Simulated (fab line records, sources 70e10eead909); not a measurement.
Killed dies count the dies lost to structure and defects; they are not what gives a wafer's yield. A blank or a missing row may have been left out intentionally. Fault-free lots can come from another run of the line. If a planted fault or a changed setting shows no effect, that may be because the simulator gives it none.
Chamber matching	flow nandHarc	4 sister chambers for NHARC_P_GATE_DESCUM_48 on rieDiel-12
The step chemistry O2, time 3 s. 4 wafers are shown with their chamber, then 7 later ones without.

WAFERS WITH THEIR CHAMBER
wafer	chamber	drypumpMotorCurrentA (A)
L088.2	1	6.2
L088.6	2	6.5
L094.1	3	5.9
L094.4	0	4.7

WAFERS WITH NO CHAMBER GIVEN
wafer	drypumpMotorCurrentA (A)
L094.6	6.5
L096.3	6.5
L096.4	4.7
L096.5	5.9
L097.1	5.9
L097.4	4.7
L097.5	4.8

WHICH CHAMBER EACH ONE RAN IN
wafer	from the rows above	in truth
L094.6	2	2
L096.3	2	2
L096.4	0	0
L096.5	3	3
L097.1	3	3
L097.4	0	0
L097.5	0	0
Correct placement for 7 of the 7. Left unplaced by these rows: 0. Wrongly placed: 0.
How it was worked out, from the rows above alone: a wafer's distance from a chamber is the root of the sum, over the readings, of the square of ((its reading less the chamber's mean) divided by the reading's scatter). If the next closest chamber is less than 2 further off than the closest, the wafer can't be placed; otherwise it belongs to the closest. Each chamber's mean is taken over the wafers shown for it. The scatter: root of mean squared gap, hidden wafer to nearest shown wafer, with one shown wafer a chamber.
